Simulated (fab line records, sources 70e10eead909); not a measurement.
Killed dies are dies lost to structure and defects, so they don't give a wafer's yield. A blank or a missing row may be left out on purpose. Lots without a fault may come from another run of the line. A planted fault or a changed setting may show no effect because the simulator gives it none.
Chamber matching | flow nand_harc | NHARC_P_M1_DEP_33 on pecvd-02: 3 sister chambers
The step deposits SiCN, target thk 30 nm. 6 wafers are shown with their chamber, then 12 later ones without.

WAFERS WITH THEIR CHAMBER
wafer  | chamber | heater_power_w (W) | susceptor_temp_C (C)
L082.4 | 2       | 463                | 369.82
L083.5 | 1       | 713                | 370.10
L083.6 | 2       | 437                | 370.38
L088.3 | 0       | 471                | 369.83
L088.4 | 0       | 471                | 369.89
L088.6 | 1       | 776                | 370.07

WAFERS WITHOUT THEIR CHAMBER
wafer  | heater_power_w (W) | susceptor_temp_C (C)
L093.1 | 783                | 370.26
L093.2 | 528                | 370.37
L093.6 | 444                | 370.05
L094.2 | 450                | 369.62
L094.3 | 487                | 370.05
L094.6 | 498                | 370.16
L095.2 | 798                | 370.04
L095.3 | 463                | 370.33
L095.4 | 761                | 369.56
L096.1 | 469                | 369.96
L096.2 | 473                | 370.25
L096.3 | 645                | 369.64

WHICH CHAMBER EACH WENT THROUGH
wafer  | from the rows above     | in truth
L093.1 | 1                       | 1
L093.2 | can't be placed: 0 or 2 | 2
L093.6 | can't be placed: 2 or 0 | 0
L094.2 | can't be placed: 0 or 2 | 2
L094.3 | can't be placed: 0 or 2 | 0
L094.6 | can't be placed: 0 or 2 | 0
L095.2 | 1                       | 1
L095.3 | can't be placed: 2 or 0 | 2
L095.4 | 1                       | 1
L096.1 | can't be placed: 0 or 2 | 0
L096.2 | can't be placed: 2 or 0 | 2
L096.3 | 1                       | 1
Placed correctly: 4 of 12. Can't be placed from these rows: 8 (the true chamber is among the candidates in 8). Placed wrongly: 0.
How it was worked out, from the rows above alone: a wafer's distance from a chamber is the root of the sum, over the readings, of the square of ((its reading less the chamber's mean) divided by the reading's scatter). The wafer belongs to the nearest chamber; if the next one is less than 2 further off, it can't be placed. A chamber's mean is the mean of its shown wafers. The scatter: the root of (the sum of the squares of (reading less its chamber's mean) over the shown wafers, divided by (wafers less chambers)).
